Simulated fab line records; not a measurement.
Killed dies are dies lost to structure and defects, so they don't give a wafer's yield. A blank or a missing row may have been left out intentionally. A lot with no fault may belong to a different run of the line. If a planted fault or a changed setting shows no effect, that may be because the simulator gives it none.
fab line records + flow n5Finfet + part 1 of 2: steps 1 to 4 of 6
record:
- lots: 24
- wafers: 72
- lastDay: 17
route steps=1938 shown BEOL_M7@1286 BEOL_M8@1333
lots that met no fault: from a run of the same line without faults
startH: hours from the record's opening day to when the first of the lot's shown wafers began + waitH: hours from the lot's prior step to this one + " repeats the value in the row above + L1.1+2: one row covering several wafers at once + - either no value or no given start + * or withheld: withheld + < > ~ a bound
route shown NAME@n: NAME is a module with steps in the file, n the number in the route of the first one + usual: mean and standard deviation over wafers with no fault + same: alike in all rows + chamber/n: place in a boat + sites: each site's reading + _std_site: standard deviation across them + _edge_site: outer sites' mean less inner sites' + radiusMm: how far each site lies from the wafer's centre + mask NAME#n: copy n + behind: the last tool/chamber to shape the wafer + hold: the reason the lot was held/the length of the hold in hours/how it ended + device: transistor that didn't switch, given as n, p or np + end of line: the route-end tests of the same wafers + where a step has no rows: the recipe by itself + killed: count of dies lost to structure and defects at first sort (not the wafer's yield) + map: a wafer's dies, marking killed ones x, the rest . and places with no die _
set.NAME: the setting as run; set.NAME@STEP: as run at that earlier step + model.NAME: the simulator's own value behind a step, which no gauge read
route steps across a sampled set of lots; one table per step, one row per wafer
services: when a tool's chamber went out of use (startH, in hours from the record's first day, below 0 if earlier), for how many hours, and the reason
== steps ==
step: N5_BEOL_M7_CD_MEAS_18
recipe:
- pitchNm: 80
- targetCdNm: 40
usual:
- cdNm: 40.3/0.63
| lot.wafer | tool     | chamber | startH | waitH | cdNm |
|-----------|----------|---------|--------|-------|------|
| L074.1    | cdSem-02 | -       | 192.51 | 0.0   | 40.5 |
| L074.2    | "        | -       | "      | "     | 39.3 |
| L074.3    | "        | -       | "      | "     | 39.5 |
| L075.1    | cdSem-01 | -       | 199.71 | 0.0   | 40.3 |
| L075.3    | "        | -       | "      | "     | 40.0 |
| L075.5    | "        | -       | "      | "     | 40.2 |
| L077.1    | cdSem-01 | -       | 215.44 | 0.0   | 40.3 |
| L077.3    | "        | -       | "      | "     | 41.3 |
| L077.5    | "        | -       | "      | "     | 40.1 |
| L076.1    | cdSem-02 | -       | 216.61 | 0.0   | 41.1 |
| L076.4    | "        | -       | "      | "     | 41.5 |
| L076.5    | "        | -       | "      | "     | 40.0 |
| L078.1    | cdSem-01 | -       | 219.26 | 0.0   | 39.8 |
| L078.5    | "        | -       | "      | "     | 39.8 |
| L078.6    | "        | -       | "      | "     | 39.3 |
| L079.1    | cdSem-03 | -       | 224.53 | 0.0   | 41.6 |
| L079.3    | "        | -       | "      | "     | 40.0 |
| L079.5    | "        | -       | "      | "     | 41.0 |
| L080.2    | cdSem-02 | -       | 233.00 | 0.1   | 40.2 |
| L080.3    | "        | -       | "      | "     | 40.3 |
| L080.6    | "        | -       | "      | "     | 40.2 |
| L081.1    | cdSem-02 | -       | 233.07 | 0.0   | 39.8 |
| L081.3    | "        | -       | "      | "     | 39.3 |
| L081.5    | "        | -       | "      | "     | 40.5 |
| L082.2    | cdSem-02 | -       | 233.33 | 0.1   | 41.3 |
| L082.3    | "        | -       | "      | "     | 40.7 |
| L082.5    | "        | -       | "      | "     | 41.5 |
| L083.2    | cdSem-02 | -       | 245.40 | 0.1   | 40.5 |
| L083.3    | "        | -       | "      | "     | 40.2 |
| L083.6    | "        | -       | "      | "     | 40.9 |
| L086.1    | cdSem-02 | -       | 268.94 | 0.0   | 40.2 |
| L086.3    | "        | -       | "      | "     | 40.3 |
| L086.4    | "        | -       | "      | "     | 40.9 |
| L084.1    | cdSem-02 | -       | 269.72 | 0.0   | 40.1 |
| L084.5    | "        | -       | "      | "     | 39.6 |
| L084.6    | "        | -       | "      | "     | 39.7 |
| L085.2    | cdSem-02 | -       | 273.35 | 0.1   | 40.6 |
| L085.3    | "        | -       | "      | "     | 40.7 |
| L085.4    | "        | -       | "      | "     | 40.9 |
| L088.2    | cdSem-02 | -       | 275.57 | 0.1   | 40.6 |
| L088.3    | "        | -       | "      | "     | 41.0 |
| L088.5    | "        | -       | "      | "     | 40.7 |
| L087.2    | cdSem-03 | -       | 276.11 | 0.1   | 39.2 |
| L087.3    | "        | -       | "      | "     | 40.1 |
| L087.5    | "        | -       | "      | "     | 39.3 |
| L089.1    | cdSem-02 | -       | 292.82 | 0.0   | 41.2 |
| L089.2    | "        | -       | "      | "     | 40.3 |
| L089.3    | "        | -       | "      | "     | 39.1 |
| L090.1    | cdSem-03 | -       | 293.02 | 0.0   | 40.3 |
| L090.5    | "        | -       | "      | "     | 40.5 |
| L090.6    | "        | -       | "      | "     | 41.4 |
| L092.1    | cdSem-02 | -       | 302.86 | 0.0   | 40.2 |
| L092.2    | "        | -       | "      | "     | 39.5 |
| L092.4    | "        | -       | "      | "     | 40.6 |
| L091.1    | cdSem-03 | -       | 305.23 | 0.0   | 41.1 |
| L091.3    | "        | -       | "      | "     | 41.5 |
| L091.6    | "        | -       | "      | "     | 41.0 |
| L094.2    | cdSem-02 | -       | 313.02 | 0.1   | 40.4 |
| L094.5    | "        | -       | "      | "     | 40.8 |
| L094.6    | "        | -       | "      | "     | 40.3 |
| L093.3    | cdSem-02 | -       | 314.50 | 0.1   | 40.7 |
| L093.5    | "        | -       | "      | "     | 40.9 |
| L093.6    | "        | -       | "      | "     | 40.3 |
| L096.4    | cdSem-02 | -       | 326.29 | 0.1   | 40.3 |
| L096.5    | "        | -       | "      | "     | 39.9 |
| L096.6    | "        | -       | "      | "     | 39.8 |
| L095.1    | cdSem-02 | -       | 326.46 | 0.0   | 41.0 |
| L095.2    | "        | -       | "      | "     | 39.5 |
| L095.4    | "        | -       | "      | "     | 39.9 |
| L097.1    | cdSem-02 | -       | 333.04 | 0.0   | 41.1 |
| L097.2    | "        | -       | "      | "     | 40.5 |
| L097.6    | "        | -       | "      | "     | 40.4 |
step: N5_BEOL_M7_ETCH_66
recipe:
- chemistry: N2/H2
- target: SOC
- targetDepthA: 800
- overetchA: 160
- maskMaterial: SiARC
- tempC: 40
- timeS: 120
- ionEnergyEv: 200
- pressureMtorr: 30
- sourceW: 840
- biasW: 150
- n2FlowSccm: 200
- h2FlowSccm: 200
usual:
- drypumpMotorCurrentA: 5.8/0.5
- oesProductAu: 0.56/0.053
- rfVppV: 523.6/2.6
- showerheadPlenumPTorr: 2.53/0.094
- throttleValvePct: 17.82/0.12
| lot.wafer | tool       | chamber | startH | waitH | drypumpMotorCurrentA | oesProductAu | rfHoursCounterH | rfVppV | showerheadPlenumPTorr | throttleValvePct |
|-----------|------------|---------|--------|-------|----------------------|--------------|-----------------|--------|-----------------------|------------------|
| L074.1    | rieDiel-03 | 0       | 193.01 | 0.0   | 5.9                  | 0.53         | 239             | 519.8  | 2.40                  | 17.95            |
| L074.2    | "          | 1       | "      | "     | 6.5                  | 0.55         | 185             | 523.5  | 2.52                  | 17.83            |
| L074.3    | "          | 2       | "      | "     | 5.3                  | 0.55         | 198             | 522.9  | 2.53                  | 17.81            |
| L075.1    | rieDiel-03 | 1       | 200.63 | 0.0   | 6.5                  | 0.55         | 188             | 522.6  | 2.52                  | 17.83            |
| L075.3    | "          | 2       | "      | "     | 5.3                  | 0.55         | 201             | 523.8  | 2.53                  | 17.80            |
| L075.5    | "          | 2       | "      | "     | 5.3                  | 0.55         | -               | 522.5  | 2.53                  | 17.82            |
| L076.1    | rieDiel-03 | 0       | 220.07 | 0.0   | 5.9                  | 0.52         | 248             | 519.3  | 2.39                  | 17.95            |
| L076.4    | "          | 3       | "      | "     | 5.3                  | 0.56         | 184             | 521.8  | 2.41                  | 17.89            |
| L076.5    | "          | 1       | "      | "     | 6.5                  | 0.55         | -               | 524.1  | 2.52                  | 17.86            |
| L078.1    | rieDiel-04 | 3       | 220.08 | 0.0   | 5.9                  | 0.54         | 189             | 525.9  | 2.63                  | 17.68            |
| L078.5    | "          | 2       | "      | "     | 5.4                  | 0.57         | -               | 523.4  | 2.53                  | 17.76            |
| L078.6    | "          | 1       | "      | "     | 6.0                  | 0.55         | -               | 525.7  | 2.64                  | 17.89            |
| L077.1    | rieDiel-03 | 2       | 220.47 | 0.0   | 5.3                  | 0.55         | 206             | 523.6  | 2.53                  | 17.81            |
| L077.3    | "          | 0       | "      | "     | 5.9                  | 0.52         | 248             | 519.1  | 2.39                  | 17.96            |
| L077.5    | "          | 2       | "      | "     | 5.3                  | 0.55         | -               | 523.9  | 2.53                  | 17.82            |
| L079.1    | rieDiel-03 | 3       | 226.99 | 0.0   | 5.3                  | 0.56         | 187             | 522.4  | 2.41                  | 17.91            |
| L079.3    | "          | 1       | "      | "     | 6.5                  | 0.55         | 196             | 522.6  | 2.52                  | 17.84            |
| L079.5    | "          | 2       | "      | "     | 5.3                  | 0.54         | -               | 524.0  | 2.53                  | 17.82            |
| L081.1    | rieDiel-02 | 2       | 234.90 | 0.0   | 6.2                  | 0.56         | 178             | 523.3  | 2.53                  | 17.70            |
| L081.3    | "          | 0       | "      | "     | 5.1                  | 0.60         | 118             | 527.8  | 2.66                  | 17.70            |
| L081.5    | "          | 0       | "      | "     | 5.1                  | 0.61         | -               | 528.0  | 2.66                  | 17.72            |
| L080.2    | rieDiel-04 | 1       | 234.96 | 0.0   | 6.1                  | 0.54         | 175             | 526.9  | 2.63                  | 17.93            |
| L080.3    | "          | 2       | "      | "     | 5.5                  | 0.57         | 167             | 523.6  | 2.53                  | 17.79            |
| L080.6    | "          | 1       | "      | "     | 6.1                  | 0.54         | -               | 526.1  | 2.64                  | 17.92            |
| L082.2    | rieDiel-03 | 2       | 235.17 | 0.0   | 5.3                  | 0.54         | 212             | 523.2  | 2.52                  | 17.82            |
| L082.3    | "          | 3       | "      | "     | 5.3                  | 0.55         | 190             | 520.7  | 2.40                  | 17.92            |
| L082.5    | "          | 3       | "      | "     | 5.3                  | 0.55         | -               | 521.9  | 2.40                  | 17.91            |
| L083.2    | rieDiel-02 | 0       | 246.67 | 0.0   | 5.1                  | 0.60         | 121             | 527.7  | 2.66                  | 17.71            |
| L083.3    | "          | 1       | "      | "     | 6.2                  | 0.57         | 167             | 520.7  | 2.43                  | 17.76            |
| L083.6    | "          | 1       | "      | "     | 6.2                  | 0.57         | -               | 521.1  | 2.43                  | 17.76            |
| L086.1    | rieDiel-03 | 0       | 269.58 | 0.0   | 5.9                  | 0.72         | 6               | 528.3  | 2.71                  | 17.53            |
| L086.3    | "          | 1       | "      | "     | 6.5                  | 0.54         | 210             | 523.3  | 2.51                  | 17.88            |
| L086.4    | "          | 2       | "      | "     | 5.3                  | 0.54         | 224             | 521.6  | 2.52                  | 17.84            |
| L084.1    | rieDiel-03 | 2       | 270.77 | 0.0   | 5.3                  | 0.54         | 224             | 522.2  | 2.52                  | 17.85            |
| L084.5    | "          | 3       | "      | "     | 5.3                  | 0.54         | -               | 520.8  | 2.40                  | 17.92            |
| L084.6    | "          | 2       | "      | "     | 5.3                  | 0.54         | -               | 523.9  | 2.52                  | 17.84            |
| L085.2    | rieDiel-03 | 1       | 274.12 | 0.0   | 6.5                  | 0.54         | 212             | 522.8  | 2.51                  | 17.88            |
| L085.3    | "          | 0       | "      | "     | 5.9                  | 0.72         | 7               | 528.5  | 2.71                  | 17.52            |
| L085.4    | "          | 3       | "      | "     | 5.3                  | 0.55         | 203             | 520.5  | 2.40                  | 17.93            |
| L088.2    | rieDiel-04 | 2       | 279.51 | 0.0   | 5.4                  | 0.56         | 175             | 522.9  | 2.52                  | 17.78            |
| L088.3    | "          | 0       | "      | "     | 6.3                  | 0.54         | 242             | 520.3  | 2.38                  | 18.06            |
| L088.5    | "          | 0       | "      | "     | 6.3                  | 0.53         | -               | 519.3  | 2.38                  | 18.08            |
| L087.2    | rieDiel-02 | 0       | 279.85 | 0.0   | 5.1                  | 0.59         | 132             | 527.6  | 2.65                  | 17.74            |
| L087.3    | "          | 3       | "      | "     | 6.6                  | 0.70         | 23              | 524.6  | 2.59                  | 17.57            |
| L087.5    | "          | 3       | "      | "     | 6.6                  | 0.69         | -               | 526.8  | 2.59                  | 17.60            |
| L089.1    | rieDiel-04 | 0       | 296.22 | 0.0   | 6.3                  | 0.53         | 248             | 519.2  | 2.38                  | 18.07            |
| L089.2    | "          | 3       | "      | "     | 5.9                  | 0.52         | 213             | 526.7  | 2.62                  | 17.71            |
| L089.3    | "          | 1       | "      | "     | 6.0                  | 0.54         | 194             | 527.3  | 2.63                  | 17.95            |
| L090.1    | rieDiel-02 | 3       | 296.60 | 0.0   | 6.6                  | 0.68         | 27              | 526.0  | 2.59                  | 17.61            |
| L090.5    | "          | 1       | "      | "     | 6.2                  | 0.56         | -               | 520.3  | 2.43                  | 17.77            |
| L090.6    | "          | 0       | "      | "     | 5.1                  | 0.59         | -               | 527.9  | 2.65                  | 17.73            |
| L092.1    | rieDiel-02 | 0       | 303.38 | 0.0   | 5.1                  | 0.59         | 138             | 527.3  | 2.65                  | 17.76            |
| L092.2    | "          | 2       | "      | "     | 6.1                  | 0.55         | 197             | 522.6  | 2.52                  | 17.74            |
| L092.4    | "          | 3       | "      | "     | 6.6                  | 0.68         | 29              | 525.6  | 2.59                  | 17.60            |
| L091.1    | rieDiel-03 | 3       | 305.88 | 0.0   | 5.3                  | 0.55         | 212             | 520.1  | 2.40                  | 17.94            |
| L091.3    | "          | 2       | "      | "     | 5.3                  | 0.53         | 236             | 523.0  | 2.51                  | 17.87            |
| L091.6    | "          | 2       | "      | "     | 5.3                  | 0.53         | -               | 522.9  | 2.51                  | 17.88            |
| L094.2    | rieDiel-04 | 1       | 313.53 | 0.0   | 6.0                  | 0.53         | 201             | 525.9  | 2.62                  | 17.94            |
| L094.5    | "          | 1       | "      | "     | 6.0                  | 0.53         | -               | 526.6  | 2.62                  | 17.98            |
| L094.6    | "          | 2       | "      | "     | 5.5                  | 0.55         | -               | 524.3  | 2.52                  | 17.83            |
| L093.3    | rieDiel-04 | 3       | 315.09 | 0.0   | 6.0                  | 0.53         | 221             | 526.5  | 2.61                  | 17.72            |
| L093.5    | "          | 1       | "      | "     | 6.0                  | 0.54         | -               | 525.7  | 2.62                  | 17.96            |
| L093.6    | "          | 2       | "      | "     | 5.4                  | 0.56         | -               | 523.8  | 2.52                  | 17.81            |
| L096.4    | rieDiel-03 | 3       | 328.17 | 0.0   | 5.3                  | 0.54         | 219             | 519.9  | 2.39                  | 17.95            |
| L096.5    | "          | 3       | "      | "     | 5.3                  | 0.54         | -               | 520.4  | 2.39                  | 17.97            |
| L096.6    | "          | 2       | "      | "     | 5.3                  | 0.53         | -               | 523.5  | 2.51                  | 17.89            |
| L095.1    | rieDiel-03 | 1       | 330.31 | 0.0   | 6.5                  | 0.52         | 230             | 523.1  | 2.50                  | 17.90            |
| L095.2    | "          | 3       | "      | "     | 5.3                  | 0.54         | 220             | 520.3  | 2.39                  | 17.95            |
| L095.4    | "          | 0       | "      | "     | 5.9                  | 0.68         | 24              | 527.1  | 2.70                  | 17.53            |
| L097.1    | rieDiel-04 | 1       | 337.63 | 0.0   | 6.0                  | 0.53         | 208             | 524.5  | 2.62                  | 17.97            |
| L097.2    | "          | 3       | "      | "     | 5.9                  | 0.52         | 229             | 524.7  | 2.61                  | 17.75            |
| L097.6    | "          | 0       | "      | "     | 6.4                  | 0.74         | -               | 528.3  | 2.70                  | 17.66            |
step: N5_BEOL_M7_STRIP_36
recipe:
- chemistry: N2/H2
- powerW: 450
- tempC: 40
- pressureMtorr: 20
- rfFrequencyHz: 6e+07
- overashFraction: 0.3
- biasPowerW: 7
- h2Frac: 0.5
- n2FlowSccm: 200
- h2FlowSccm: 200
usual:
- drypumpMotorCurrentA: 5.8/0.5
- oesProductAu: 0.74/0.074
- rfVppV: 59.1/1.4
- showerheadPlenumPTorr: 2.52/0.094
- throttleValvePct: 23.58/0.15
| lot.wafer | tool       | chamber | startH | waitH | drypumpMotorCurrentA | oesProductAu | rfHoursCounterH | rfVppV | showerheadPlenumPTorr | throttleValvePct |
|-----------|------------|---------|--------|-------|----------------------|--------------|-----------------|--------|-----------------------|------------------|
| L074.1    | rieDiel-03 | 0       | 193.17 | 0.0   | 5.9                  | 0.69         | 239             | 58.7   | 2.39                  | 23.68            |
| L074.2    | "          | 1       | "      | "     | 6.5                  | 0.71         | 185             | 59.7   | 2.52                  | 23.48            |
| L074.3    | "          | 2       | "      | "     | 5.3                  | 0.71         | 198             | 57.4   | 2.53                  | 23.74            |
| L075.1    | rieDiel-03 | 1       | 200.79 | 0.0   | 6.5                  | 0.73         | 188             | 59.2   | 2.52                  | 23.48            |
| L075.3    | "          | 2       | "      | "     | 5.3                  | 0.71         | 201             | 62.3   | 2.53                  | 23.75            |
| L075.5    | "          | 2       | "      | "     | 5.3                  | 0.71         | -               | 58.6   | 2.53                  | 23.71            |
| L076.1    | rieDiel-03 | 0       | 220.22 | 0.0   | 5.9                  | 0.69         | 248             | 58.9   | 2.39                  | 23.68            |
| L076.4    | "          | 3       | "      | "     | 5.3                  | 0.73         | 184             | 60.7   | 2.40                  | 23.70            |
| L076.5    | "          | 1       | "      | "     | 6.5                  | 0.69         | -               | 60.1   | 2.51                  | 23.49            |
| L078.1    | rieDiel-04 | 3       | 220.23 | 0.0   | 6.0                  | 0.70         | 189             | 58.5   | 2.62                  | 23.26            |
| L078.5    | "          | 2       | "      | "     | 5.4                  | 0.76         | -               | 61.0   | 2.53                  | 23.47            |
| L078.6    | "          | 1       | "      | "     | 6.0                  | 0.71         | -               | 60.0   | 2.63                  | 23.76            |
| L077.1    | rieDiel-03 | 2       | 220.62 | 0.0   | 5.3                  | 0.72         | 206             | 57.4   | 2.52                  | 23.74            |
| L077.3    | "          | 0       | "      | "     | 5.9                  | 0.70         | 248             | 58.6   | 2.39                  | 23.69            |
| L077.5    | "          | 2       | "      | "     | 5.3                  | 0.71         | -               | 60.3   | 2.52                  | 23.75            |
| L079.1    | rieDiel-03 | 3       | 227.14 | 0.0   | 5.3                  | 0.72         | 187             | 56.1   | 2.40                  | 23.68            |
| L079.3    | "          | 1       | "      | "     | 6.5                  | 0.72         | 196             | 60.2   | 2.51                  | 23.48            |
| L079.5    | "          | 2       | "      | "     | 5.3                  | 0.70         | -               | 60.1   | 2.52                  | 23.75            |
| L081.1    | rieDiel-02 | 2       | 235.05 | 0.0   | 6.2                  | 0.71         | 178             | 61.4   | 2.52                  | 23.37            |
| L081.3    | "          | 0       | "      | "     | 5.1                  | 0.79         | 118             | 57.7   | 2.65                  | 23.51            |
| L081.5    | "          | 0       | "      | "     | 5.1                  | 0.78         | -               | 59.3   | 2.65                  | 23.53            |
| L080.2    | rieDiel-04 | 1       | 235.12 | 0.0   | 6.1                  | 0.71         | 175             | 59.1   | 2.63                  | 23.75            |
| L080.3    | "          | 2       | "      | "     | 5.4                  | 0.75         | 167             | 57.5   | 2.52                  | 23.47            |
| L080.6    | "          | 1       | "      | "     | 6.0                  | 0.70         | -               | 59.2   | 2.63                  | 23.76            |
| L082.2    | rieDiel-03 | 2       | 235.32 | 0.0   | 5.3                  | 0.71         | 212             | 60.2   | 2.52                  | 23.75            |
| L082.3    | "          | 3       | "      | "     | 5.3                  | 0.71         | 190             | 58.7   | 2.40                  | 23.65            |
| L082.5    | "          | 3       | "      | "     | 5.3                  | 0.72         | -               | 59.8   | 2.40                  | 23.66            |
| L083.2    | rieDiel-02 | 0       | 246.83 | 0.0   | 5.1                  | 0.79         | 121             | 58.9   | 2.65                  | 23.51            |
| L083.3    | "          | 1       | "      | "     | 6.2                  | 0.73         | 167             | 60.2   | 2.43                  | 23.54            |
| L083.6    | "          | 1       | "      | "     | 6.2                  | 0.73         | -               | 57.0   | 2.43                  | 23.54            |
| L086.1    | rieDiel-03 | 0       | 269.73 | 0.0   | 5.9                  | 0.96         | 6               | 60.4   | 2.71                  | 23.35            |
| L086.3    | "          | 1       | "      | "     | 6.5                  | 0.70         | 210             | 57.1   | 2.51                  | 23.50            |
| L086.4    | "          | 2       | "      | "     | 5.2                  | 0.70         | 224             | 62.2   | 2.52                  | 23.74            |
| L084.1    | rieDiel-03 | 2       | 270.92 | 0.0   | 5.3                  | 0.70         | 224             | 59.7   | 2.52                  | 23.75            |
| L084.5    | "          | 3       | "      | "     | 5.3                  | 0.70         | -               | 59.7   | 2.40                  | 23.68            |
| L084.6    | "          | 2       | "      | "     | 5.3                  | 0.70         | -               | 58.9   | 2.52                  | 23.75            |
| L085.2    | rieDiel-03 | 1       | 274.28 | 0.0   | 6.4                  | 0.69         | 212             | 58.8   | 2.51                  | 23.50            |
| L085.3    | "          | 0       | "      | "     | 5.9                  | 0.96         | 7               | 59.8   | 2.71                  | 23.32            |
| L085.4    | "          | 3       | "      | "     | 5.3                  | 0.70         | 203             | 59.9   | 2.39                  | 23.70            |
| L088.2    | rieDiel-04 | 2       | 279.67 | 0.0   | 5.4                  | 0.74         | 175             | 55.5   | 2.52                  | 23.46            |
| L088.3    | "          | 0       | "      | "     | 6.3                  | 0.69         | 242             | 59.5   | 2.38                  | 23.73            |
| L088.5    | "          | 0       | "      | "     | 6.3                  | 0.70         | -               | 59.1   | 2.38                  | 23.73            |
| L087.2    | rieDiel-02 | 0       | 280.01 | 0.0   | 5.1                  | 0.77         | 132             | 59.0   | 2.65                  | 23.52            |
| L087.3    | "          | 3       | "      | "     | 6.6                  | 0.91         | 23              | 59.3   | 2.59                  | 23.45            |
| L087.5    | "          | 3       | "      | "     | 6.7                  | 0.92         | -               | 60.3   | 2.59                  | 23.44            |
| L089.1    | rieDiel-04 | 0       | 296.37 | 0.0   | 6.3                  | 0.70         | 248             | 56.8   | 2.38                  | 23.72            |
| L089.2    | "          | 3       | "      | "     | 5.9                  | 0.69         | 213             | 59.4   | 2.61                  | 23.30            |
| L089.3    | "          | 1       | "      | "     | 6.0                  | 0.70         | 194             | 58.9   | 2.62                  | 23.78            |
| L090.1    | rieDiel-02 | 3       | 296.75 | 0.0   | 6.7                  | 0.90         | 27              | 58.5   | 2.59                  | 23.48            |
| L090.5    | "          | 1       | "      | "     | 6.2                  | 0.72         | -               | 57.3   | 2.42                  | 23.56            |
| L090.6    | "          | 0       | "      | "     | 5.1                  | 0.78         | -               | 57.2   | 2.65                  | 23.53            |
| L092.1    | rieDiel-02 | 0       | 303.53 | 0.0   | 5.1                  | 0.78         | 138             | 59.3   | 2.64                  | 23.50            |
| L092.2    | "          | 2       | "      | "     | 6.2                  | 0.70         | 197             | 61.3   | 2.52                  | 23.41            |
| L092.4    | "          | 3       | "      | "     | 6.7                  | 0.90         | 29              | 57.7   | 2.59                  | 23.46            |
| L091.1    | rieDiel-03 | 3       | 306.03 | 0.0   | 5.3                  | 0.70         | 212             | 59.5   | 2.39                  | 23.72            |
| L091.3    | "          | 2       | "      | "     | 5.3                  | 0.69         | 236             | 54.9   | 2.51                  | 23.78            |
| L091.6    | "          | 2       | "      | "     | 5.3                  | 0.69         | -               | 58.1   | 2.51                  | 23.78            |
| L094.2    | rieDiel-04 | 1       | 313.68 | 0.0   | 6.0                  | 0.69         | 201             | 58.6   | 2.62                  | 23.79            |
| L094.5    | "          | 1       | "      | "     | 6.0                  | 0.69         | -               | 60.5   | 2.62                  | 23.77            |
| L094.6    | "          | 2       | "      | "     | 5.4                  | 0.72         | -               | 61.4   | 2.52                  | 23.50            |
| L093.3    | rieDiel-04 | 3       | 315.24 | 0.0   | 6.1                  | 0.68         | 221             | 59.8   | 2.61                  | 23.28            |
| L093.5    | "          | 1       | "      | "     | 6.1                  | 0.70         | -               | 61.1   | 2.62                  | 23.79            |
| L093.6    | "          | 2       | "      | "     | 5.4                  | 0.73         | -               | 61.7   | 2.52                  | 23.52            |
| L096.4    | rieDiel-03 | 3       | 328.32 | 0.0   | 5.3                  | 0.70         | 219             | 57.0   | 2.39                  | 23.71            |
| L096.5    | "          | 3       | "      | "     | 5.3                  | 0.70         | -               | 58.2   | 2.39                  | 23.71            |
| L096.6    | "          | 2       | "      | "     | 5.3                  | 0.69         | -               | 58.9   | 2.51                  | 23.81            |
| L095.1    | rieDiel-03 | 1       | 330.46 | 0.0   | 6.4                  | 0.69         | 231             | 58.6   | 2.50                  | 23.56            |
| L095.2    | "          | 3       | "      | "     | 5.3                  | 0.71         | 220             | 60.2   | 2.39                  | 23.70            |
| L095.4    | "          | 0       | "      | "     | 5.9                  | 0.92         | 24              | 58.1   | 2.70                  | 23.37            |
| L097.1    | rieDiel-04 | 1       | 337.78 | 0.0   | 6.1                  | 0.68         | 208             | 61.8   | 2.62                  | 23.79            |
| L097.2    | "          | 3       | "      | "     | 6.0                  | 0.67         | 229             | 58.6   | 2.61                  | 23.34            |
| L097.6    | "          | 0       | "      | "     | 6.3                  | 0.98         | -               | 60.5   | 2.69                  | 23.44            |
step: N5_BEOL_M8_CURE_74
recipe:
- tempC: 385
- timeS: 240
- ambient: He/Ar
- material: SiCOH_lowk
usual:
- lampPowerPct: 52.31/0.062
- wafer_temp_C_max: 387.2/0.69
| lot.wafer | tool      | chamber | startH | waitH | lampPowerPct | wafer_temp_C_max |
|-----------|-----------|---------|--------|-------|--------------|------------------|
| L074.1    | uvCure-03 | 2       | 196.09 | 0.1   | 52.37        | 387.6            |
| L074.2    | "         | 2       | "      | "     | 52.48        | 387.4            |
| L074.3    | "         | 2       | "      | "     | 52.48        | 387.3            |
| L075.1    | uvCure-03 | 0       | 203.85 | 0.0   | 52.20        | 387.8            |
| L075.3    | "         | 0       | "      | "     | 52.24        | 387.1            |
| L075.5    | "         | 0       | "      | "     | 52.28        | 387.2            |
| L076.1    | uvCure-01 | 1       | 224.09 | 0.0   | 52.34        | 387.8            |
| L076.4    | "         | 1       | "      | "     | 52.31        | 387.8            |
| L076.5    | "         | 1       | "      | "     | 52.32        | 389.0            |
| L078.1    | uvCure-01 | 2       | 224.57 | 0.2   | 52.45        | 387.8            |
| L078.5    | "         | 2       | "      | "     | 52.41        | 386.8            |
| L078.6    | "         | 2       | "      | "     | 52.32        | 386.5            |
| L077.1    | uvCure-03 | 2       | 224.75 | 0.3   | 52.28        | 388.3            |
| L077.3    | "         | 2       | "      | "     | 52.28        | 389.6            |
| L077.5    | "         | 2       | "      | "     | 52.34        | 387.8            |
| L079.1    | uvCure-02 | 0       | 230.43 | 0.0   | 52.34        | 387.3            |
| L079.3    | "         | 0       | "      | "     | 52.20        | 387.6            |
| L079.5    | "         | 0       | "      | "     | 52.22        | 387.0            |
| L081.1    | uvCure-02 | 0       | 238.23 | 0.0   | 52.37        | 386.8            |
| L081.3    | "         | 0       | "      | "     | 52.39        | 386.4            |
| L081.5    | "         | 0       | "      | "     | 52.37        | 387.3            |
| L080.2    | uvCure-01 | 2       | 238.53 | 0.1   | 52.36        | 386.9            |
| L080.3    | "         | 2       | "      | "     | 52.26        | 387.1            |
| L080.6    | "         | 2       | "      | "     | 52.25        | 387.6            |
| L082.2    | uvCure-03 | 2       | 238.84 | 0.2   | 52.25        | 389.7            |
| L082.3    | "         | 2       | "      | "     | 52.36        | 387.6            |
| L082.5    | "         | 2       | "      | "     | 52.31        | 387.9            |
| L083.2    | uvCure-02 | 2       | 250.01 | 0.1   | 52.17        | 386.8            |
| L083.3    | "         | 2       | "      | "     | 52.40        | 387.4            |
| L083.6    | "         | 2       | "      | "     | 52.29        | 386.8            |
| L086.1    | uvCure-02 | 1       | 273.12 | 0.0   | 52.32        | 386.5            |
| L086.3    | "         | 1       | "      | "     | 52.27        | 387.2            |
| L086.4    | "         | 1       | "      | "     | 52.39        | 386.8            |
| L084.1    | uvCure-01 | 2       | 275.12 | 0.0   | 52.42        | 387.2            |
| L084.5    | "         | 2       | "      | "     | 52.20        | 387.6            |
| L084.6    | "         | 2       | "      | "     | 52.19        | 386.8            |
| L085.2    | uvCure-01 | 2       | 281.16 | 0.1   | 52.30        | 386.6            |
| L085.3    | "         | 2       | "      | "     | 52.36        | 387.5            |
| L085.4    | "         | 2       | "      | "     | 52.37        | 387.1            |
| L088.2    | uvCure-02 | 0       | 282.64 | 0.1   | 52.37        | 386.5            |
| L088.3    | "         | 0       | "      | "     | 52.33        | 386.4            |
| L088.5    | "         | 0       | "      | "     | 52.27        | 386.5            |
| L087.2    | uvCure-01 | 0       | 283.19 | 0.2   | 52.35        | 386.4            |
| L087.3    | "         | 0       | "      | "     | 52.29        | 386.5            |
| L087.5    | "         | 0       | "      | "     | 52.24        | 386.2            |
| L089.1    | uvCure-02 | 0       | 299.56 | 0.0   | 52.42        | 387.8            |
| L089.2    | "         | 0       | "      | "     | 52.31        | 386.6            |
| L089.3    | "         | 0       | "      | "     | 52.32        | 386.7            |
| L090.1    | uvCure-03 | 2       | 300.24 | 0.0   | 52.33        | 388.0            |
| L090.5    | "         | 2       | "      | "     | 52.31        | 388.4            |
| L090.6    | "         | 2       | "      | "     | 52.25        | 387.5            |
| L092.1    | uvCure-01 | 1       | 306.72 | 0.1   | 52.21        | 386.9            |
| L092.2    | "         | 1       | "      | "     | 52.26        | 387.9            |
| L092.4    | "         | 1       | "      | "     | 52.27        | 386.8            |
| L091.1    | uvCure-03 | 1       | 310.12 | 0.1   | 52.30        | 386.5            |
| L091.3    | "         | 1       | "      | "     | 52.28        | 386.7            |
| L091.6    | "         | 1       | "      | "     | 52.26        | 386.4            |
| L094.2    | uvCure-02 | 0       | 317.56 | 0.1   | 52.25        | 387.1            |
| L094.5    | "         | 0       | "      | "     | 52.42        | 386.5            |
| L094.6    | "         | 0       | "      | "     | 52.35        | 386.9            |
| L093.3    | uvCure-03 | 0       | 319.62 | 0.2   | 52.32        | 387.2            |
| L093.5    | "         | 0       | "      | "     | 52.31        | 387.0            |
| L093.6    | "         | 0       | "      | "     | 52.33        | 387.0            |
| L096.4    | uvCure-03 | 0       | 331.39 | 0.5   | 52.31        | 386.8            |
| L096.5    | "         | 0       | "      | "     | 52.29        | 386.6            |
| L096.6    | "         | 0       | "      | "     | 52.24        | 387.8            |
| L095.1    | uvCure-01 | 0       | 333.74 | 0.0   | 52.36        | 386.5            |
| L095.2    | "         | 0       | "      | "     | 52.22        | 386.5            |
| L095.4    | "         | 0       | "      | "     | 52.34        | 386.1            |
| L097.1    | uvCure-02 | 0       | 340.87 | 0.0   | 52.42        | 386.6            |
| L097.2    | "         | 0       | "      | "     | 52.26        | 386.8            |
| L097.6    | "         | 0       | "      | "     | 52.30        | 386.6            |
